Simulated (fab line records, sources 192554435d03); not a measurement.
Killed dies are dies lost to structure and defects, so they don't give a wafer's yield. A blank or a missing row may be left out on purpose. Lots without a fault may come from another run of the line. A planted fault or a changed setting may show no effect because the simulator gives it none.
fab line records | flow n5_finfet
record lots=5 wafers=15 last_day=17
route steps=1938 shown BEOL_M10@1528 BEOL_M11@1536
lots that met no fault: from a run of the same line without faults
start_h: hours from the record's first day to the start of the lot's first wafer shown | wait_h: hours since the lot's step before | " the same as in the row above | L1.1+2: a row that stands for several wafers | - no value, or no start given | * or withheld: withheld | < > ~ a bound
route shown NAME@n: a module of which the file shows steps, and the number in the route of the first | usual: mean/standard deviation of fault-free wafers | same: alike in all rows | chamber/n: place in a boat | sites: the reading at each site | _std_site: their standard deviation | _edge_site: outer sites' mean less inner sites' | radius_mm: how far each site lies from the wafer's centre | mask NAME#n: copy n | behind: the tool/chamber that last shaped the wafer | hold: why the lot was held/for how many hours/how that ended | device: the transistor (n, p or np) that didn't switch | end of line: the same wafers' tests at the end of the route | a step without rows: its recipe alone | killed: dies lost to structure and defects at the first sort, not the wafer's yield | map: a wafer's dies, x killed, . not, _ none there
set.NAME: the setting as run; set.NAME@STEP: as run at that earlier step | model.NAME: the simulator's own value behind a step, which no gauge read
lots at some steps of the route; a table a step, a row a wafer
services: from which hour (start_h, from the record's first day; less than 0 if before it) a tool's chamber was out of use, for how many hours, and why
## steps
# step N5_BEOL_M10_ECD_50
# recipe material=Cu target_thk_a=3180
# columns lot.wafer tool chamber start_h wait_h
L076.3+4+6 ecd_cu-02 0,1,1 232.31 0.1
L077.3+4+6 ecd_cu-01 0,1,1 232.73 0.1
L084.1+2+3 ecd_cu-01 1,0,0 278.45 0.1
L087.1+2+3 ecd_cu-02 0,1,0 304.86 0.1
L092.3+4+5 ecd_cu-02 0,1,1 350.97 0.1
# step N5_BEOL_M10_ANNEAL_51
# recipe temp_c=225 time_s=90 ambient=N2
# usual wafer_temp_C_max=225.78/0.2
# columns lot.wafer tool chamber start_h wait_h wafer_temp_C_max
L076.3 rtp_anneal-01 0 232.48 0.1 225.82
L076.4 " 0 " " 225.94
L076.6 " 0 " " 225.82
L077.3 rtp_anneal-01 0 232.90 0.1 225.67
L077.4 " 0 " " 225.83
L077.6 " 0 " " 225.96
L084.1 rtp_anneal-01 0 278.59 0.1 225.86
L084.2 " 0 " " 225.98
L084.3 " 0 " " 225.64
L087.1 rtp_anneal-02 0 304.97 0.1 225.89
L087.2 " 0 " " 225.52
L087.3 " 0 " " 225.77
L092.3 rtp_anneal-02 0 351.15 0.1 225.52
L092.4 " 0 " " 225.48
L092.5 " 0 " " 225.56
# step N5_BEOL_M10_CMP_52
# recipe stop_on=SiCOH_lowk t_overpolish_s=7 down_force_psi=1 platen_rpm=50 clearing_platen_down_force_psi=1.5 clearing_platen_rpm=50 post_cmp_clean=cu_alkaline target_thk_nm=140 clearing_platen_pad_velocity_m_s=0.99484 pad_velocity_m_s=0.99484
# usual barrier_field_endpoint_s=28.9/0.74 clearing_platen_down_force_psi=1.500/0.0032 motor_current_A=6.1/0.66 overpolish_run_s=7.001/0.01 time_to_endpoint_s=67/3
# columns lot.wafer tool chamber start_h wait_h barrier_field_endpoint_s clearing_platen_down_force_psi motor_current_A overpolish_run_s time_to_endpoint_s
L076.3 cmp-04 2 232.69 0.2 27.6 1.500 6.3 6.997 61
L076.4 " 0 " " 28.5 1.504 4.3 7.002 63
L076.6 " 3 " " 29.1 1.500 4.8 6.999 65
L077.4 cmp-01 0 233.11 0.1 28.6 1.504 6.4 7.013 65
L077.3 " 3 " " 28.8 1.499 6.4 6.999 66
L077.6 " 1 " " 28.8 1.494 5.6 6.992 65
L084.2 cmp-04 2 278.93 0.2 28.5 1.498 6.1 6.992 68
L084.1 " 3 " " 29.6 1.500 4.6 6.989 68
L084.3 " 0 " " 29.6 1.503 4.5 6.989 67
L087.3 cmp-02 3 305.27 0.2 28.5 1.503 6.7 6.991 66
L087.2 " 0 " " 30.1 1.504 6.7 7.005 68
L087.1 " 2 " " 29.6 1.503 6.0 7.010 67
L092.3 cmp-04 3 351.43 0.2 29.0 1.495 4.8 7.005 67
L092.4 " 0 " " 28.8 1.502 4.5 7.009 65
L092.5 " 2 " " 28.6 1.501 6.4 7.004 65
# step N5_BEOL_M10_THK_MEAS_53
# recipe thk_meas_gauge=xrf reads=Cu_of_BEOL_M10_ECD_50
# usual M10_THK=139/3
# columns lot.wafer tool chamber start_h wait_h M10_THK[nm]
L076.3 film_metro-01 - 232.98 - 138
L076.4 " - " " 137
L076.6 " - " " 140
L077.3 film_metro-02 - 233.40 - 135
L077.4 " - " " 135
L077.6 " - " " 138
L084.1 film_metro-01 - 279.19 - 139
L084.2 " - " " 142
L084.3 " - " " 141
L087.1 film_metro-02 - 305.56 - 139
L087.2 " - " " 137
L087.3 " - " " 140
L092.3 film_metro-02 - 351.65 - 138
L092.4 " - " " 140
L092.5 " - " " 140
# step N5_BEOL_M10_PRE_CLEAN_55
# recipe gas=NH3 time_s=15 temp_c=withheld rf_power_w=300
# columns lot.wafer tool chamber start_h wait_h
L076.3+4+6 pecvd-03 1,2,1 233.02 0.0
L077.3+4+6 pecvd-04 1,2,1 233.45 0.0
L084.1+2+3 pecvd-01 0,1,2 279.23 0.0
L087.1+2+3 pecvd-03 2,0,1 305.60 0.0
L092.3+4+5 pecvd-01 1,0,2 351.69 0.0
# step N5_BEOL_M10_DEP_56
# recipe material=SiCN target_thk_a=150 temp_c=withheld precursor=3MS/NH3 pressure_torr=3 rf_w=202 time_s=26.5
# usual showerhead_plenum_p_Torr=3.672/0.018 throttle_valve_pct=9.2/0.69
# columns lot.wafer tool chamber start_h wait_h showerhead_plenum_p_Torr throttle_valve_pct
L076.3 pecvd-03 1 233.04 0.0 3.692 9.8
L076.4 " 2 " " 3.649 7.6
L076.6 " 1 " " 3.677 9.7
L077.3 pecvd-04 1 233.50 0.0 3.663 9.7
L077.4 " 2 " " 3.678 8.9
L077.6 " 1 " " 3.652 9.6
L084.1 pecvd-01 0 279.25 0.0 3.661 9.4
L084.2 " 1 " " 3.677 8.7
L084.3 " 2 " " 3.675 8.4
L087.1 pecvd-03 2 305.63 0.0 3.660 8.2
L087.2 " 0 " " 3.697 9.9
L087.3 " 1 " " 3.685 9.6
L092.3 pecvd-01 1 351.71 0.0 3.683 8.8
L092.4 " 0 " " 3.651 9.1
L092.5 " 2 " " 3.658 8.4
# step N5_BEOL_M10_RS_MEAS_57
# recipe thk_meas_gauge=four-point-probe reads=Cu_of_BEOL_M10_ECD_50+Co_of_BEOL_M10_CVD_75+TaN_of_BEOL_M10_ALD_74
# usual M10_RS=0.152/0.0035
# columns lot.wafer tool chamber start_h wait_h M10_RS[ohm/sq]
L076.3 film_metro-01 - 233.12 0.1 0.155
L076.4 " - " " 0.156
L076.6 " - " " 0.152
L077.3 film_metro-01 - 233.57 0.1 0.155
L077.4 " - " " 0.154
L077.6 " - " " 0.151
L084.1 film_metro-02 - 279.32 0.1 0.153
L084.2 " - " " 0.151
L084.3 " - " " 0.149
L087.1 film_metro-02 - 305.70 0.1 0.154
L087.2 " - " " 0.156
L087.3 " - " " 0.152
L092.3 film_metro-02 - 351.79 0.1 0.152
L092.4 " - " " 0.150
L092.5 " - " " 0.150
# step N5_BEOL_M10_INSPECT_58
# recipe inspect_instrument=darkfield mode=post_dep
# usual raw_defect_count=69/22
# columns lot.wafer tool chamber start_h wait_h raw_defect_count
L076.3 defect_inspect-02 - 233.15 0.0 71
L076.4 " - " " 100
L076.6 " - " " 63
L077.3 defect_inspect-02 - 233.60 0.0 83
L077.4 " - " " 57
L077.6 " - " " 80
L084.1 defect_inspect-01 - 279.35 0.0 90
L084.2 " - " " 68
L084.3 " - " " 72
L087.1 defect_inspect-02 - 305.73 0.0 64
L087.2 " - " " 99
L087.3 " - " " 71
L092.3 defect_inspect-01 - 351.81 0.0 31
L092.4 " - " " 44
L092.5 " - " " 51
# step N5_BEOL_M11_ILD_DEP_00
# recipe material=SiCOH_lowk target_thk_a=3085.1 temp_c=300 precursor=DEMS/porogen pressure_torr=5 rf_w=500 time_s=58
# usual heater_power_w=318/61 showerhead_plenum_p_Torr=5.748/0.019 throttle_valve_pct=14.0/1.1
# columns lot.wafer tool chamber start_h wait_h heater_power_w showerhead_plenum_p_Torr throttle_valve_pct
L076.3 pecvd-03 2 233.18 0.0 213 5.740 12.2
L076.4 " 1 " " 331 5.764 14.8
L076.6 " 0 " " 353 5.773 15.0
L077.3 pecvd-03 1 233.63 0.0 363 5.773 14.4
L077.4 " 1 " " 356 5.756 14.6
L077.6 " 0 " " 371 5.787 15.2
L084.1 pecvd-03 2 279.39 0.0 204 5.726 12.1
L084.2 " 1 " " 347 5.770 14.8
L084.3 " 0 " " 314 5.778 15.2
L087.1 pecvd-04 0 305.76 0.0 392 5.716 16.0
L087.2 " 2 " " 288 5.753 14.0
L087.3 " 1 " " 249 5.722 14.7
L092.3 pecvd-02 1 351.85 0.0 398 5.739 14.4
L092.4 " 0 " " 347 5.723 13.3
L092.5 " 1 " " 409 5.757 14.4
# step N5_BEOL_M11_CURE_71
# recipe temp_c=385 time_s=240 ambient=He/Ar material=SiCOH_lowk
# usual lamp_power_pct=52.31/0.056 wafer_temp_C_max=386.9/0.57
# columns lot.wafer tool chamber start_h wait_h lamp_power_pct wafer_temp_C_max
L076.3 uv_cure-02 1 233.42 0.2 52.32 386.2
L076.4 " 1 " " 52.34 386.2
L076.6 " 1 " " 52.37 385.8
L077.3 uv_cure-01 0 233.87 0.2 52.35 386.8
L077.4 " 0 " " 52.33 386.5
L077.6 " 0 " " 52.32 386.4
L084.1 uv_cure-01 1 279.47 0.0 52.25 387.3
L084.2 " 1 " " 52.26 387.3
L084.3 " 1 " " 52.29 387.9
L087.1 uv_cure-03 1 305.84 0.0 52.37 386.8
L087.2 " 1 " " 52.24 386.9
L087.3 " 1 " " 52.29 386.6
L092.3 uv_cure-02 0 352.08 0.2 52.40 387.3
L092.4 " 0 " " 52.34 386.2
L092.5 " 0 " " 52.30 386.7
# step N5_BEOL_M11_THK_MEAS_01
# recipe reads=SiCOH_lowk_of_BEOL_M11_ILD_DEP_00
# usual M11_ILD_THK=268/4
# columns lot.wafer tool chamber start_h wait_h M11_ILD_THK[nm]
L076.3 film_metro-01 - 233.77 0.3 267
L076.4 " - " " 268
L076.6 " - " " 268
L077.3 film_metro-02 - 234.23 0.3 265
L077.4 " - " " 266
L077.6 " - " " 271
L084.1 film_metro-02 - 279.98 0.4 270
L084.2 " - " " 265
L084.3 " - " " 269
L087.1 film_metro-01 - 306.35 0.4 274
L087.2 " - " " 270
L087.3 " - " " 268
L092.3 film_metro-02 - 352.44 0.3 268
L092.4 " - " " 265
L092.5 " - " " 272
# step N5_BEOL_M11_PECVD_70
# recipe material=SiO2 target_thk_a=200 temp_c=400 precursor=TEOS/O2 pressure_torr=5.5 rf_w=450 teos_flow_sccm=53.8 gas=O2 flow_sccm=3000 time_s=22.7
# usual heater_power_w=715/100 showerhead_plenum_p_Torr=8.81/0.085 throttle_valve_pct=22.9/1.8
# columns lot.wafer tool chamber start_h wait_h heater_power_w showerhead_plenum_p_Torr throttle_valve_pct
L076.3 pecvd-03 0 233.97 0.2 711 8.93 24.3
L076.4 " 0 " " 721 8.93 24.2
L076.6 " 1 " " 838 8.92 23.7
L077.3 pecvd-03 1 234.26 0.0 736 8.90 23.8
L077.4 " 1 " " 742 8.92 23.6
L077.6 " 0 " " 779 8.95 24.4
L084.1 pecvd-04 0 280.02 0.0 772 8.72 25.3
L084.2 " 2 " " 771 8.81 22.2
L084.3 " 1 " " 653 8.72 23.7
L087.1 pecvd-04 2 306.39 0.0 763 8.83 22.1
L087.2 " 0 " " 805 8.71 25.4
L087.3 " 1 " " 583 8.72 23.9
L092.3 pecvd-03 2 352.47 0.0 528 8.76 19.7
L092.4 " 2 " " 534 8.77 19.7
L092.5 " 1 " " 813 8.89 23.8
# step N5_BEOL_M11_HM_DEP_02
# recipe material=TiN target_thk_a=200 temp_c=25 chamber_pressure_pa=0.49996
# usual throttle_valve_pct=30.2/1.3
# columns lot.wafer tool chamber start_h wait_h throttle_valve_pct
L076.3 pvd_sputter-01 - 235.07 1.1 31.3
L076.4 " - " " 32.6
L076.6 " - " " 31.1
L077.3 pvd_sputter-03 - 235.12 0.8 28.9
L077.4 " - " " 27.4
L077.6 " - " " 27.7
L084.1 pvd_sputter-01 - 280.25 0.2 31.1
L084.2 " - " " 32.5
L084.3 " - " " 31.0
L087.1 pvd_sputter-02 - 306.95 0.5 29.8
L087.2 " - " " 30.1
L087.3 " - " " 32.0
L092.3 pvd_sputter-02 - 356.03 3.5 29.9
L092.4 " - " " 29.9
L092.5 " - " " 30.0
# step N5_BEOL_M11_COAT_59
# recipe resist=SOC temp_c=250 time_s=60 spin_rpm=1500 resist_thk_nm=100
# columns lot.wafer tool chamber start_h wait_h
L076.3+4+6 litho_track-04 0 235.20 0.1
L077.3+4+6 litho_track-02 0 235.25 0.1
L084.1+2+3 litho_track-04 0 280.37 0.1
L087.1+2+3 litho_track-01 0 307.07 0.1
L092.3+4+5 litho_track-01 0 356.16 0.1
# step N5_BEOL_M11_COAT_60
# recipe resist=SiARC temp_c=220 time_s=60 spin_rpm=1500 resist_thk_nm=30
# columns lot.wafer tool chamber start_h wait_h
L076.3+4+6 litho_track-04 0 - -
L077.3+4+6 litho_track-02 0 - -
L084.1+2+3 litho_track-04 0 - -
L087.1+2+3 litho_track-01 0 - -
L092.3+4+5 litho_track-01 0 - -
# step N5_BEOL_M11_COAT_05
# recipe resist=CAR-ArF spin_rpm=1500 resist_thk_nm=90
# columns lot.wafer tool chamber start_h wait_h
L076.3+4+6 litho_track-04 0 - -
L077.3+4+6 litho_track-02 0 - -
L084.1+2+3 litho_track-04 0 - -
L087.1+2+3 litho_track-01 0 - -
L092.3+4+5 litho_track-01 0 - -
# step N5_BEOL_M11_EBR_07
# recipe solvent=PGMEA ebr_width_mm=1.5
# columns lot.wafer tool chamber start_h wait_h
L076.3+4+6 litho_track-04 0 - -
L077.3+4+6 litho_track-02 0 - -
L084.1+2+3 litho_track-04 0 - -
L087.1+2+3 litho_track-01 0 - -
L092.3+4+5 litho_track-01 0 - -
# step N5_BEOL_M11_SOFTBAKE_06
# recipe temp_c=110 time_s=60 resist=CAR-ArF
# columns lot.wafer tool chamber start_h wait_h
L076.3+4+6 litho_track-04 0 - -
L077.3+4+6 litho_track-02 0 - -
L084.1+2+3 litho_track-04 0 - -
L087.1+2+3 litho_track-01 0 - -
L092.3+4+5 litho_track-01 0 - -
# step N5_BEOL_M11_EXPOSE_08
# recipe mask_id=M11 na=1.35 source_shape=dipole sigma_inner=0.411 sigma_outer=0.611 polarization=te dose_mj=53.75
# usual focus_offset_nm=-0.3/0.6
# same sigma_outer=0.611
# columns lot.wafer tool chamber start_h wait_h mask focus_offset_nm
L076.3 arfi_scanner-02 0 235.33 - M11#0 0.2
L076.4 " 0 " " M11#0 -0.2
L076.6 " 0 " " M11#0 0.6
L077.3 arfi_scanner-01 0 235.51 - M11#0 0.6
L077.4 " 0 " " M11#0 0.6
L077.6 " 0 " " M11#0 0.1
L084.1 arfi_scanner-03 0 280.62 - M11#0 -0.4
L084.2 " 0 " " M11#0 -0.1
L084.3 " 0 " " M11#0 -0.2
L087.1 arfi_scanner-02 0 307.32 - M11#0 -0.4
L087.2 " 0 " " M11#0 -0.2
L087.3 " 0 " " M11#0 0.6
L092.3 arfi_scanner-02 0 356.42 - M11#0 -0.2
L092.4 " 0 " " M11#0 -1.1
L092.5 " 0 " " M11#0 -0.5
# step N5_BEOL_M11_PEB_09
# recipe peb_temp_c=withheld peb_time_s=60 resist=CAR-ArF
# columns lot.wafer tool chamber start_h wait_h
L076.3+4+6 litho_track-02 0 235.37 0.0
L077.3+4+6 litho_track-04 0 235.56 0.0
L084.1+2+3 litho_track-04 0 280.67 0.1
L087.1+2+3 litho_track-04 0 307.37 0.1
L092.3+4+5 litho_track-04 0 356.46 0.0
# step N5_BEOL_M11_DEVELOP_10
# recipe develop_time_s=30 developer=TMAH resist=CAR-ArF rinse_liquid=diw dry=air_spin dev_temp_c=23
# same develop_time_s=30
# columns lot.wafer tool chamber start_h wait_h
L076.3+4+6 litho_track-02 0 - -
L077.3+4+6 litho_track-04 0 - -
L084.1+2+3 litho_track-04 0 - -
L087.1+2+3 litho_track-04 0 - -
L092.3+4+5 litho_track-04 0 - -
# step N5_BEOL_M11_CD_MEAS_11
# recipe target_cd_nm=64.1 landing_energy_ev=500 detector=se_inlens polarity=opening
# usual cd_nm=64.3/0.51
# columns lot.wafer tool chamber start_h wait_h cd_nm
L076.3 cd_sem-02 0 235.44 - 63.6
L076.4 " 0 " " 64.3
L076.6 " 0 " " 65.0
L077.3 cd_sem-02 0 235.62 - 64.5
L077.4 " 0 " " 63.7
L077.6 " 0 " " 64.2
L084.1 cd_sem-03 0 280.74 - 63.5
L084.2 " 0 " " 64.7
L084.3 " 0 " " 64.7
L087.1 cd_sem-01 0 307.44 - 63.8
L087.2 " 0 " " 63.7
L087.3 " 0 " " 64.4
L092.3 cd_sem-03 0 356.53 - 65.4
L092.4 " 0 " " 64.7
L092.5 " 0 " " 64.7
# step N5_BEOL_M11_OVL_MEAS_12
# recipe points_per_wafer=44
# usual M11_OVL=0.3/0.82
# columns lot.wafer tool chamber start_h wait_h M11_OVL[nm]
L076.3 overlay-01 0 235.47 0.0 0.7
L076.4 " 0 " " 0.8
L076.6 " 0 " " 1.7
L077.3 overlay-01 0 235.65 0.0 -0.3
L077.4 " 0 " " 0.0
L077.6 " 0 " " -0.8
L084.1 overlay-02 0 280.77 0.0 0.9
L084.2 " 0 " " -0.6
L084.3 " 0 " " 1.6
L087.1 overlay-01 0 307.47 0.0 0.2
L087.2 " 0 " " 0.4
L087.3 " 0 " " 0.2
L092.3 overlay-02 0 356.56 0.0 0.5
L092.4 " 0 " " 0.8
L092.5 " 0 " " 1.0
# step N5_BEOL_M11_INSPECT_13
# recipe mode=adi inspect_instrument=brightfield
# usual raw_defect_count=374/80
# columns lot.wafer tool chamber start_h wait_h raw_defect_count
L076.3 defect_inspect-02 - 235.49 0.0 409
L076.4 " - " " 523
L076.6 " - " " 364
L077.3 defect_inspect-02 - 235.68 0.0 413
L077.4 " - " " 548
L077.6 " - " " 606
L084.1 defect_inspect-01 - 280.80 0.0 434
L084.2 " - " " 287
L084.3 " - " " 314
L087.1 defect_inspect-01 - 307.50 0.0 372
L087.2 " - " " 370
L087.3 " - " " 413
L092.3 defect_inspect-01 - 356.58 0.0 323
L092.4 " - " " 252
L092.5 " - " " 344
# step N5_BEOL_M11_DESCUM_16
# recipe chemistry=O2 time_s=7.9 source_power_w=50 bias_power_w=20 pressure_mtorr=20 rf_frequency_hz=2.712e+07 temp_c=40 resist=CAR-ArF o2_flow_sccm=225
# usual chamber_pressure_mTorr=20.002/0.018 drypump_motor_current_A=5.5/0.5 oes_product_au=0.78/0.078 rf_vpp_V=243.2/1.1 showerhead_plenum_p_Torr=2.10/0.051 throttle_valve_pct=20.46/0.26
# columns lot.wafer tool chamber start_h wait_h chamber_pressure_mTorr drypump_motor_current_A oes_product_au rf_hours_counter_h rf_vpp_V showerhead_plenum_p_Torr throttle_valve_pct
L076.3 rie_diel-06 2 235.53 0.0 20.004 5.8 0.74 177 243.2 2.10 20.84
L076.4 " 2 " " 19.988 5.7 0.74 - 242.8 2.10 20.84
L076.6 " 1 " " 19.994 5.5 0.74 - 243.8 2.17 20.67
L077.3 rie_diel-06 1 235.78 0.1 19.999 5.5 0.73 190 244.4 2.17 20.68
L077.4 " 1 " " 20.009 5.5 0.73 - 245.4 2.17 20.67
L077.6 " 0 " " 20.024 4.9 0.69 - 242.5 2.05 20.16
L084.1 rie_diel-02 2 280.83 0.0 20.015 6.4 0.89 37 241.9 2.14 20.45
L084.2 " 3 " " 20.010 5.0 0.72 198 244.7 2.17 20.35
L084.3 " 1 " " 20.032 5.7 0.75 170 243.8 2.08 20.38
L087.1 rie_diel-02 3 307.53 0.0 20.004 5.0 0.72 206 244.8 2.17 20.37
L087.2 " 1 " " 20.005 5.7 0.75 179 242.6 2.08 20.40
L087.3 " 2 " " 20.001 6.4 0.88 45 244.3 2.14 20.45
L092.3 rie_diel-02 2 356.62 0.0 19.955 6.3 0.85 58 243.9 2.13 20.46
L092.4 " 1 " " 20.012 5.7 0.74 - 242.6 2.07 20.41
L092.5 " 2 " " 19.974 6.3 0.85 - 244.2 2.13 20.46
# step N5_BEOL_M11_ETCH_61
# recipe chemistry=CF4 target=SiARC target_depth_a=390 mask_material=CAR-ArF time_s=65 ion_energy_ev=80 pressure_mtorr=40 source_w=545 bias_w=36 Ar_flow_sccm=100 cf4_flow_sccm=100 ends=cleared
# usual chamber_pressure_mTorr=40.00/0.034 drypump_motor_current_A=5.5/0.5 etch_rf_on_time_s=65.3/1.5 oes_product_au=0.67/0.066 rf_vpp_V=184.1/1.1 showerhead_plenum_p_Torr=2.15/0.047 throttle_valve_pct=15.63/0.24
# columns lot.wafer tool chamber start_h wait_h chamber_pressure_mTorr drypump_motor_current_A etch_rf_on_time_s oes_product_au rf_hours_counter_h rf_vpp_V showerhead_plenum_p_Torr throttle_valve_pct
L076.3 rie_diel-06 2 235.56 0.0 39.98 5.8 65.4 0.64 177 184.0 2.13 15.89
L076.4 " 2 " " 39.97 5.8 65.7 0.63 - 184.7 2.13 15.90
L076.6 " 1 " " 40.01 5.5 64.2 0.63 - 184.4 2.22 15.89
L077.3 rie_diel-06 1 235.81 0.0 39.97 5.5 64.9 0.62 190 184.9 2.22 15.91
L077.4 " 1 " " 40.02 5.5 65.0 0.63 - 185.6 2.22 15.91
L077.6 " 0 " " 40.00 4.9 66.1 0.58 - 183.8 2.12 15.52
L084.1 rie_diel-02 2 280.87 0.0 39.96 6.3 64.8 0.75 37 184.4 2.19 15.58
L084.2 " 3 " " 40.05 5.0 66.8 0.62 198 186.0 2.21 15.52
L084.3 " 1 " " 40.05 5.7 65.3 0.65 170 183.9 2.14 15.63
L087.1 rie_diel-02 3 307.57 0.0 40.03 5.0 66.0 0.61 206 184.6 2.21 15.53
L087.2 " 1 " " 39.98 5.7 65.1 0.64 179 184.2 2.13 15.64
L087.3 " 2 " " 40.02 6.4 64.6 0.74 45 184.2 2.19 15.59
L092.3 rie_diel-02 2 356.65 0.0 40.02 6.4 65.6 0.73 58 183.5 2.19 15.60
L092.4 " 1 " " 40.01 5.7 65.5 0.63 - 183.3 2.13 15.68
L092.5 " 2 " " 39.98 6.3 65.6 0.73 - 183.4 2.19 15.62
# step N5_BEOL_M11_ETCH_62
# recipe chemistry=N2/H2 target=SOC target_depth_a=1100 overetch_a=220 mask_material=SiARC temp_c=40 time_s=165 ion_energy_ev=200 pressure_mtorr=30 source_w=840 bias_w=150 n2_flow_sccm=200 h2_flow_sccm=200
# usual chamber_pressure_mTorr=30.002/0.027 drypump_motor_current_A=5.5/0.5 oes_product_au=0.66/0.061 rf_vpp_V=524.2/1.8 showerhead_plenum_p_Torr=2.55/0.058 throttle_valve_pct=17.89/0.24
# columns lot.wafer tool chamber start_h wait_h chamber_pressure_mTorr drypump_motor_current_A oes_product_au rf_hours_counter_h rf_vpp_V showerhead_plenum_p_Torr throttle_valve_pct
L076.3 rie_diel-06 2 235.61 0.0 30.004 5.8 0.63 177 523.2 2.53 18.16
L076.4 " 2 " " 30.015 5.8 0.63 - 524.3 2.53 18.17
L076.6 " 1 " " 29.990 5.5 0.63 - 527.0 2.63 18.04
L077.3 rie_diel-06 1 235.86 0.0 29.964 5.5 0.63 190 526.0 2.63 18.03
L077.4 " 1 " " 30.009 5.5 0.62 - 528.0 2.63 18.04
L077.6 " 0 " " 29.985 4.9 0.58 - 521.9 2.51 17.68
L084.1 rie_diel-02 2 280.92 0.0 30.000 6.4 0.74 37 525.9 2.59 17.74
L084.2 " 3 " " 30.005 5.0 0.63 198 526.9 2.65 17.84
L084.3 " 1 " " 29.964 5.7 0.65 170 525.1 2.54 17.95
L087.1 rie_diel-02 3 307.62 0.0 30.036 4.9 0.62 206 527.1 2.65 17.87
L087.2 " 1 " " 29.996 5.7 0.64 179 522.9 2.54 17.95
L087.3 " 2 " " 29.977 6.4 0.73 45 524.8 2.59 17.76
L092.3 rie_diel-02 2 356.70 0.0 29.988 6.4 0.72 58 524.1 2.58 17.78
L092.4 " 1 " " 29.997 5.7 0.64 - 522.1 2.53 17.97
L092.5 " 2 " " 30.048 6.3 0.72 - 523.1 2.58 17.77
# step N5_BEOL_M11_STRIP_68
# recipe chemistry=N2/H2 temp_c=40 n2_flow_sccm=200 h2_flow_sccm=200 rf_frequency_hz=6e+07
# columns lot.wafer tool chamber start_h wait_h
L076.3+4+6 rie_diel-06 2,2,1 235.75 0.1
L077.3+4+6 rie_diel-06 1,1,0 236.00 0.1
L084.1+2+3 rie_diel-02 2,3,1 281.05 0.1
L087.1+2+3 rie_diel-02 3,1,2 307.75 0.1
L092.3+4+5 rie_diel-02 2,1,2 356.84 0.1
# step N5_BEOL_M11_STRIP_67
# recipe chemistry=CF4 resist=SiARC power_w=300 bias_power_w=75 pressure_mtorr=50 cf4_flow_sccm=150 rf_frequency_hz=6e+07
# usual chamber_pressure_mTorr=50.00/0.047 drypump_motor_current_A=5.5/0.5 oes_product_au=0.78/0.072 rf_vpp_V=271.3/1.2 showerhead_plenum_p_Torr=1.80/0.039 throttle_valve_pct=13.60/0.27
# columns lot.wafer tool chamber start_h wait_h chamber_pressure_mTorr drypump_motor_current_A oes_product_au rf_hours_counter_h rf_vpp_V showerhead_plenum_p_Torr throttle_valve_pct
L076.3 rie_diel-06 2 235.76 0.0 49.98 5.8 0.75 177 269.3 1.79 13.86
L076.4 " 2 " " 50.00 5.7 0.75 - 272.7 1.79 13.87
L076.6 " 1 " " 50.00 5.5 0.73 - 272.0 1.87 13.89
L077.3 rie_diel-06 1 236.01 0.0 49.90 5.4 0.74 190 272.1 1.87 13.91
L077.4 " 1 " " 50.02 5.5 0.74 - 272.5 1.87 13.91
L077.6 " 0 " " 50.02 4.9 0.68 - 270.5 1.77 13.53
L084.1 rie_diel-02 2 281.06 0.0 49.93 6.3 0.88 37 272.6 1.83 13.48
L084.2 " 3 " " 50.04 4.9 0.73 198 270.7 1.84 13.46
L084.3 " 1 " " 50.05 5.7 0.76 170 272.1 1.80 13.68
L087.1 rie_diel-02 3 307.76 0.0 50.00 4.9 0.73 206 272.0 1.83 13.46
L087.2 " 1 " " 50.05 5.8 0.75 179 270.9 1.80 13.69
L087.3 " 2 " " 49.98 6.4 0.87 45 272.1 1.83 13.49
L092.3 rie_diel-02 2 356.85 0.0 50.00 6.4 0.85 58 271.8 1.83 13.53
L092.4 " 1 " " 50.02 5.7 0.75 - 268.9 1.80 13.71
L092.5 " 2 " " 49.92 6.4 0.85 - 270.8 1.83 13.52
# step N5_BEOL_M11_HM_OPEN_17
# recipe chemistry=Cl2/BCl3 target_depth_a=200 overetch_a=60 target=TiN mask_material=SOC ion_energy_ev=150 pressure_mtorr=10 icp_w=1000 bias_w=126 Cl2_flow_sccm=53.25 bcl3_flow_sccm=21.75 Ar_flow_sccm=25
# usual chamber_pressure_mTorr=9.999/0.0094 drypump_motor_current_A=6.02/0.26 he_backside_leak_sccm=3.36/0.26 oes_product_au=0.69/0.082 throttle_valve_pct=22.02/0.16
# columns lot.wafer tool chamber start_h wait_h chamber_pressure_mTorr drypump_motor_current_A he_backside_leak_sccm oes_product_au rf_hours_counter_h throttle_valve_pct
L076.3 rie_metal-02 0 235.83 0.1 10.008 5.61 3.26 0.77 - 22.10
L076.4 " 1 " " 10.004 6.28 3.19 0.57 - 21.89
L076.6 " 0 " " 10.004 5.63 3.38 0.76 - 22.09
L077.3 rie_metal-03 0 236.08 0.1 9.996 5.85 3.44 0.71 - 22.28
L077.4 " 1 " " 10.017 5.92 3.24 0.77 - 21.95
L077.6 " 0 " " 9.992 5.87 3.29 0.71 - 22.26
L084.1 rie_metal-01 0 281.10 0.0 9.992 5.95 3.34 0.78 9 22.04
L084.2 " 1 " " 9.999 6.41 3.51 0.61 67 21.88
L084.3 " 1 " " 9.985 6.42 3.61 0.60 - 21.89
L087.1 rie_metal-01 0 307.80 0.0 10.019 5.93 3.33 0.78 12 22.04
L087.2 " 1 " " 10.008 6.40 3.64 0.59 69 21.88
L087.3 " 1 " " 10.001 6.37 3.47 0.60 - 21.87
L092.3 rie_metal-03 0 356.92 0.1 10.008 5.82 3.43 0.67 - 22.31
L092.4 " 1 " " 9.986 5.96 3.22 0.72 - 21.98
L092.5 " 0 " " 10.000 5.82 3.32 0.68 - 22.31
## services
# columns tool chamber start_h hours kind
arfi_scanner-01 - 209.21 10.0 repair
arfi_scanner-02 - 212.02 0.8 pm
ecd_cu-02 - 217.70 1.4 repair
uv_cure-02 - 228.20 2.1 pm
rie_metal-03 - 230.33 0.4 repair
pecvd-04 0 231.97 6.2 repair
arfi_scanner-02 - 232.26 1.3 pm
rie_diel-06 3 235.37 2.3 repair
cmp-04 - 241.42 2.1 repair
ecd_cu-02 - 247.15 4.4 pm
cmp-04 - 249.30 1.0 repair
cmp-04 - 259.07 1.8 repair
pvd_sputter-02 - 269.38 29.2 repair
uv_cure-02 - 280.60 2.8 pm
cmp-04 - 282.79 4.9 pm
rie_diel-06 1 295.74 3.9 repair
rie_diel-06 1 303.97 8.4 repair
arfi_scanner-02 - 310.60 0.8 pm
cmp-04 - 325.74 2.8 repair
cmp-04 - 335.17 0.3 repair
uv_cure-02 - 337.34 11.2 repair
rie_diel-06 0 337.93 3.2 repair
arfi_scanner-02 - 342.37 0.3 repair
rie_diel-02 3 347.28 2.8 repair
## key
fault none
